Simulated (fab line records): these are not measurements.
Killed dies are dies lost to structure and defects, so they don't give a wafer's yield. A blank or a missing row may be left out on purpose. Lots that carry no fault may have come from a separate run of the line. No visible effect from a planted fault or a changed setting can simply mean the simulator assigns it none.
Chamber matching + flow nand-harc + NHARC_A_CHANNEL_FILL_D1_ALD_25 on ald-hk-02: 4 sister chambers
The step deposits SiOx, target thk 60 nm, pulse time 10 s, ald cycles 600. 16 wafers are shown with their chamber, then 8 later ones without.

== EACH WAFER AND ITS CHAMBER ==
| wafer  | chamber | heater-power-outer-w (W) | heater-power-w (W) | precursor-pulse-height-rel |
|--------|---------|--------------------------|--------------------|----------------------------|
| L076.1 | 1       | 256                      | 456                | 1.023                      |
| L076.4 | 0       | 241                      | 450                | 0.985                      |
| L076.6 | 0       | 240                      | 457                | 0.964                      |
| L079.4 | 3       | 193                      | 361                | 0.991                      |
| L079.1 | 1       | 251                      | 455                | 1.005                      |
| L079.5 | 2       | 271                      | 471                | 1.020                      |
| L080.2 | 3       | 191                      | 362                | 0.984                      |
| L080.4 | 1       | 251                      | 448                | 0.969                      |
| L080.6 | 2       | 272                      | 459                | 1.001                      |
| L084.2 | 3       | 193                      | 368                | 1.011                      |
| L084.3 | 2       | 277                      | 467                | 0.978                      |
| L084.6 | 3       | 194                      | 367                | 1.006                      |
| L089.3 | 2       | 267                      | 475                | 0.982                      |
| L089.4 | 0       | 248                      | 453                | 1.005                      |
| L089.5 | 1       | 256                      | 452                | 0.994                      |
| L092.3 | 1       | 260                      | 444                | 0.987                      |

SIGNATURES (means of the wafers above)
| reading                    | chamber 0 | chamber 1 | chamber 2 | chamber 3 | scatter within a chamber |
|----------------------------|-----------|-----------|-----------|-----------|--------------------------|
| heater-power-outer-w       | 243.00    | 254.80    | 271.75    | 192.75    | 3.56                     |
| heater-power-w             | 453.33    | 451.00    | 468.00    | 364.50    | 5.01                     |
| precursor-pulse-height-rel | 0.98467   | 0.99560   | 0.99525   | 0.99800   | 0.0184                   |
Rule: for each reading, subtract the chamber's mean from the wafer's reading, divide by that reading's scatter and square the result; add these up over the readings and take the root, which gives the wafer's distance from the chamber. If the next closest chamber is less than 2 further off than the closest, the wafer can't be placed; otherwise it belongs to the closest. How the scatter is found: for the shown wafers, subtract from each reading the mean of its chamber, square and add these, divide the total by (wafers less chambers), then take the root.

== WAFERS WHOSE CHAMBER IS MISSING ==
| wafer  | heater-power-outer-w (W) | heater-power-w (W) | precursor-pulse-height-rel |
|--------|--------------------------|--------------------|----------------------------|
| L092.4 | 277                      | 466                | 0.990                      |
| L092.5 | 245                      | 459                | 0.983                      |
| L094.4 | 244                      | 469                | 1.017                      |
| L094.5 | 254                      | 440                | 0.998                      |
| L094.6 | 271                      | 465                | 0.977                      |
| L096.1 | 204                      | 377                | 1.006                      |
| L096.4 | 283                      | 476                | 0.996                      |
| L096.5 | 251                      | 470                | 1.034                      |

== WHICH CHAMBER EACH ONE RAN IN ==
| wafer  | from the rows above          | in truth |
|--------|------------------------------|----------|
| L092.4 | 2                            | 2        |
| L092.5 | can't be placed: 0 or 1      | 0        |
| L094.4 | can't be placed: 0 or 1      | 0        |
| L094.5 | can't be placed: 1 or 0      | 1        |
| L094.6 | 2                            | 2        |
| L096.1 | 3                            | 3        |
| L096.4 | 2                            | 2        |
| L096.5 | can't be placed: 1 or 0 or 2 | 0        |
Correctly placed: 4 of 8. Cannot be placed on the basis of these rows: 4; the candidates contain the true chamber in 4. Number placed wrongly: 0.
